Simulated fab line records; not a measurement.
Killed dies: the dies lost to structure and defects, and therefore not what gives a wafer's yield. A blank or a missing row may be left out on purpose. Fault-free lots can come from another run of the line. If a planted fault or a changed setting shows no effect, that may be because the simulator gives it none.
A struck lot beside a sound one | flow n5 finfet | 38 out of 1938 route steps
Sound: the wafers L610.4, L610.5, L610.6. Wafers struck: L616.1, L616.5, L616.6. The cause is named last.
Each step with rows lists, per side, the tool, then ch with its chambers, then its first start. Under that, the readings that differ: sound wafers | struck wafers | difference of the means | sigmas: that difference in standard deviations of wafers without a fault.
alike: readings with means less than 2 such deviations apart, plus words and numbers identical on both sides. not compared: withheld readings, readings lacking a value on some wafer, bounds such as >300 that could conceal the same value, and numbers that have no deviation in the record and whose values overlap.
The two part at a step that has a row with sigmas, a row that says differs or no value, or rows on one side only. Numbers that have no deviation but don't overlap get no sigmas and don't part them. A reading missing from all wafers of one side parts the sides only when that side holds two or more wafers.

first, 9 steps without rows for these wafers: N5_BEOL_M1_ANNEAL_95 (time 240 s); N5_BEOL_M1_SPUTTER_96 (material Cu, target thk 4.5 nm, time 8.29 s); N5_BEOL_M1_ECD_50 (material Cu, target thk 300 nm); N5_BEOL_M1_ANNEAL_51 (time 90 s); N5_BEOL_M1_CMP_52 (polishes, stops on SiOC, t overpolish 6.8 s, target thk 40 nm); N5_BEOL_M1_PRE_CLEAN_60 (time 15 s); N5_BEOL_M1_CO_CAP_55 (material Co, precursor CCTBA/H2, target thk 2 nm, time 102.1 s); N5_BEOL_M1_PRE_CLEAN_56 (time 15 s); N5_BEOL_M1_DEP_57 (deposits SiCN from 3MS/NH3, target thk 8 nm, time 14 s).
N5_BEOL_M2_ILD_DEP_00: deposits SiOC from DEMS/O2, target thk 79 nm, time 15.3 s.
  sound on pecvd-02 ch 0,1,2, day 7 00:40; struck on pecvd-03 ch 1,2, day 8 02:32
  alike: heater power w, showerhead plenum p Torr, showerhead vpp V, susceptor temp C, throttle valve pct
  not compared: since wet clean h
N5_BEOL_M2_THK_MEAS_01:
  sound on film metro-01 at day 7 00:43; struck on film metro-01 at day 8 02:36
  reading         | sound          | struck            | difference | sigmas
  M2_ILD_THK (nm) | 78.6 79.8 79.4 | 157.2 157.7 159.0 | +78.7      | +72
then, 24 steps without rows for these wafers: N5_BEOL_M2_PECVD_72 (deposits SiO2 from TEOS/O2, target thk 16 nm, time 18 s); N5_BEOL_M2_HM_DEP_02 (deposits TiN, target thk 20 nm); N5_BEOL_M2_COAT_61 (time 60 s, resist thk 60 nm); N5_BEOL_M2_COAT_62 (time 60 s, resist thk 12 nm); N5_BEOL_M2_COAT_73 (time 60 s, resist thk 5 nm); N5_BEOL_M2_COAT_05 (resist thk 30 nm); N5_BEOL_M2_EBR_07; N5_BEOL_M2_SOFTBAKE_06 (time 60 s); N5_BEOL_M2_EXPOSE_08 (exposes mask M2); N5_BEOL_M2_PEB_09 (peb time 60 s); N5_BEOL_M2_DEVELOP_10 (develop time 30 s); N5_BEOL_M2_DESCUM_16 (chemistry O2, time 7 s); N5_BEOL_M2_ETCH_74 (etches underlayer in N2/H2, target depth 6.5 nm, time 5.2 s); N5_BEOL_M2_ETCH_63 (etches SiARC in CF4, target depth 15.6 nm, time 26 s); N5_BEOL_M2_ETCH_64 (etches SOC in N2/H2, target depth 75 nm, overetch 22.5 nm, time 121.9 s); N5_BEOL_M2_STRIP_65 (strips in N2/H2); N5_BEOL_M2_STRIP_75 (strips in N2/H2); N5_BEOL_M2_STRIP_66 (strips in CF4); N5_BEOL_M2_HM_OPEN_17 (chemistry Cl2/BCl3, target TiN, target depth 20 nm, overetch 6 nm); N5_BEOL_M2_STRIP_19 (strips in O2); N5_BEOL_M2_COAT_67 (time 60 s, resist thk 60 nm); N5_BEOL_M2_COAT_68 (time 60 s, resist thk 12 nm); N5_BEOL_M2_COAT_76 (time 60 s, resist thk 5 nm); N5_BEOL_M2_COAT_22 (resist thk 30 nm).
N5_BEOL_M2_CMP_52: polishes, stops on SiOC, t overpolish 6.8 s, target thk 40 nm.
  sound on cmp-01 ch 0,3, day 7 13:55; struck on cmp-02 ch 0,2,3, day 9 01:01
  reading                                      | sound          | struck            | difference | sigmas
  model.SiOC_of_BEOL_M2_ILD_DEP_00.thk nm (nm) | 75.6 76.8 76.4 | 154.4 154.8 156.2 | +78.9      |
  alike: barrier field endpoint s, clearing platen down force psi, motor current A, overpolish run s, time to endpoint s
N5_BEOL_M4_RC_MEAS_101:
  the record has rows for the sound wafers here (prober-01 ch 0, day 9 03:48) and none for the struck ones
-- record jumps: 6 days separate the struck wafers' starts on either side; left off in module BEOL_M4, taken up again in module PASSIVATION, whose first shown step is the route's number 1936 --
N5_PASSIVATION_PROBE_49:
  sound on prober-01 at day 13 07:08; struck on prober-01 at day 14 16:11
  reading                  | sound          | struck         | difference | sigmas
  defect limited yield (%) | 92.8 93.4 92.1 | 0 0 0          | -93        | -66
  killed_at_M0_to_M3       | 23 26 33       | 1110 1107 1120 | +1085      | +99
  killed dies              | 85 78 93       | 1180 1180 1180 | +1095      | +64
  killed on rim            | 12 7 9         | 152 152 152    | +143       | +35
  sort_bin_5_function (%)  | 3.9 3.4 4.5    | 96.7 97.1 96.9 | +93.0      | +99 or more
  sort n pass              | 1095 1102 1087 | 0 0 0          | -1095      | -64
  sort yield pct (%)       | 92.8 93.4 92.1 | 0 0 0          | -93        | -66
  alike: killed_at_M4_up, killed at contacts, killed at front end, killed at other, killed open, killed short, sort_bin_6_memory

WHERE THEY PART
At N5_BEOL_M2_THK_MEAS_01 first; at N5_PASSIVATION_PROBE_49 last (within this record only).

WHY: whatever the simulator had introduced
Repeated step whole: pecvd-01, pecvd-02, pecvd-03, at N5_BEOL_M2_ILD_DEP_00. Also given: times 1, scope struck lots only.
